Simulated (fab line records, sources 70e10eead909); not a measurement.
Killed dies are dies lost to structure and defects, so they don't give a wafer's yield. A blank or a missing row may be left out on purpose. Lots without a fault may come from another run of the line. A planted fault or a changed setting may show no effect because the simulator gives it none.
Which tool did it? | flow nand_harc | 10 lots, 30 wafers sampled, at 5 steps of a route of 1159

WHAT THE GAUGES READ, wafer by wafer
NHARC_A_M0_THK_MEAS_24: measures by xrf.
lot  | measured     | on            | thk_nm (nm)
L986 | day 18 13:07 | film_metro-02 | 115.5 114.5 114.1
L983 | day 18 17:45 | film_metro-01 | 116.1 114.6 113.8
L987 | day 19 03:27 | film_metro-01 | 29.5 29.4 29.2
L988 | day 19 17:32 | film_metro-02 | 28.5 32.2 31.1
L990 | day 20 03:06 | film_metro-01 | 114.9 114.9 112.2
L999 | day 21 22:46 | film_metro-02 | 115.5 114.0 112.6
L100 | day 22 13:38 | film_metro-01 | 112.7 112.7 112.7
L102 | day 22 13:56 | film_metro-01 | 112.5 115.3 114.0
L101 | day 22 16:58 | film_metro-01 | 113.4 113.6 114.0
L103 | day 23 16:26 | film_metro-01 | 114.6 113.6 114.8

WHICH TOOL RAN EACH LOT (tool, then ch and the chambers of the sampled wafers, then the start)
lot  | NHARC_A_BLC_CMP_25            | NHARC_A_M0_PVD_20                       | NHARC_A_M0_ECD_22              | NHARC_A_M0_CMP_23
L986 | cmp-03 ch 0,1,2, day 18 09:22 | pvd_sputter-03, day 18 12:08 or earlier | ecd_cu-02 ch 0,1, day 18 12:08 | cmp-04 ch 0,1, day 18 12:48
L983 | cmp-01 ch 0,1,2, day 18 13:43 | pvd_sputter-03, day 18 16:51 or earlier | ecd_cu-02 ch 0,1, day 18 16:51 | cmp-04 ch 2,3, day 18 17:26
L987 | cmp-01 ch 0,1,2, day 18 23:01 | pvd_sputter-01, day 19 02:24 or earlier | ecd_cu-02 ch 0,1, day 19 02:24 | cmp-01 ch 0,1,2, day 19 03:08
L988 | cmp-02 ch 0,1,2, day 19 13:31 | pvd_sputter-01, day 19 16:27 or earlier | ecd_cu-02 ch 0,1, day 19 16:27 | cmp-04 ch 0,2, day 19 17:14
L990 | cmp-02 ch 2,3, day 19 23:12   | pvd_sputter-01, day 20 02:07 or earlier | ecd_cu-02 ch 0,1, day 20 02:07 | cmp-01 ch 0,1,2, day 20 02:50
L999 | cmp-01 ch 0,1,3, day 21 18:55 | pvd_sputter-03, day 21 21:47 or earlier | ecd_cu-02 ch 1, day 21 21:47   | cmp-02 ch 0,1,3, day 21 22:31
L100 | cmp-03 ch 1,3, day 22 09:48   | pvd_sputter-02, day 22 12:35 or earlier | ecd_cu-02 ch 0,1, day 22 12:35 | cmp-01 ch 1,2,3, day 22 13:21
L102 | cmp-01 ch 0,1,3, day 22 09:59 | pvd_sputter-03, day 22 12:46 or earlier | ecd_cu-01 ch 0,1, day 22 12:46 | cmp-02 ch 0,2,3, day 22 13:38
L101 | cmp-02 ch 0,3, day 22 13:08   | pvd_sputter-03, day 22 16:01 or earlier | ecd_cu-01 ch 0,1, day 22 16:01 | cmp-02 ch 1,2, day 22 16:39
L103 | cmp-01 ch 1,3, day 23 12:37   | pvd_sputter-03, day 23 15:23 or earlier | ecd_cu-01 ch 0,1, day 23 15:23 | cmp-04 ch 1,3, day 23 16:07
- NHARC_A_BLC_CMP_25: polishes, t overpolish 30 s, target thk 150 nm.
- NHARC_A_M0_PVD_20: deposits TaN, target thk 5 nm, time 8.06 s.
- NHARC_A_M0_ECD_22: material Cu, target thk 400 nm.
- NHARC_A_M0_CMP_23: polishes, t overpolish 20 s, target thk 113.75 nm.

THE ANSWER, worked out from the rows above alone
Rule: what is usual is taken from the lots themselves. Put in order of their means at a reading, lots are off if they are a third of the lots or fewer, leave a main group of 4 or more, and stand apart from it by a gap of 3 or more times the standard deviation of the main group's means; of several such gaps the widest counts. A main group whose means are all the same, to the digits that the tables above print for the reading, isn't used. A lot without any number at a reading at which 4 lots or more have one is off too. The other lots that the step has rows for count as sound.
Off: L987, L988, at NHARC_A_M0_THK_MEAS_24 (thk_nm). The main group: mean 114.0 nm, standard deviation 0.62.
A tool fits if, at a process step before that reading, it ran every lot that is off, and no sound lot after the first of them. The gauges at NHARC_A_M0_THK_MEAS_24 are tried like those tools. NHARC_A_M0_PVD_20 gives no start for some lots, so the hours and the order of its lots are those of NHARC_A_M0_ECD_22. None of those tried fits.

WHAT THE SIMULATOR HAD PUT IN
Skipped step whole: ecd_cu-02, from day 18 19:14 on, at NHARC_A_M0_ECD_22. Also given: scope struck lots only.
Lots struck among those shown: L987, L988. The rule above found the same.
